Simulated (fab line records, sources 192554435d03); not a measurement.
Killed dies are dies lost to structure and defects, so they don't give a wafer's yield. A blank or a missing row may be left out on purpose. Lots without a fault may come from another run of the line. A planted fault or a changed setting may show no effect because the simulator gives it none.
Chamber matching | flow n5_finfet | N5_BEOL_M3_ETCH_69 on rie_diel-06: 4 sister chambers
The step etches SiARC in CF4, target depth 15.6 nm, time 26 s. 4 wafers are shown with their chamber, then 9 later ones without.

WAFERS WITH THEIR CHAMBER
wafer  | chamber | showerhead_plenum_p_Torr (Torr)
L080.5 | 2       | 2.13
L080.6 | 1       | 2.21
L087.3 | 0       | 2.21
L087.6 | 3       | 2.08

WAFERS WITHOUT THEIR CHAMBER
wafer  | showerhead_plenum_p_Torr (Torr)
L092.4 | 2.08
L092.5 | 2.20
L092.6 | 2.21
L091.1 | 2.08
L091.2 | 2.12
L091.6 | 2.08
L095.2 | 2.07
L095.3 | 2.21
L095.6 | 2.20

WHICH CHAMBER EACH WENT THROUGH
wafer  | from the rows above     | in truth
L092.4 | 3                       | 3
L092.5 | can't be placed: 0 or 1 | 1
L092.6 | can't be placed: 0 or 1 | 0
L091.1 | 3                       | 3
L091.2 | 2                       | 2
L091.6 | 3                       | 3
L095.2 | 3                       | 3
L095.3 | can't be placed: 0 or 1 | 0
L095.6 | can't be placed: 0 or 1 | 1
Placed correctly: 5 of 9. Can't be placed from these rows: 4 (the true chamber is among the candidates in 4). Placed wrongly: 0.
How it was worked out, from the rows above alone: a wafer's distance from a chamber is the root of the sum, over the readings, of the square of ((its reading less the chamber's mean) divided by the reading's scatter). The wafer belongs to the nearest chamber; if the next one is less than 2 further off, it can't be placed. A chamber's mean is the mean of its shown wafers. The scatter: with one shown wafer a chamber, the root of the mean of the squares of how far each hidden wafer lies from its nearest shown one.
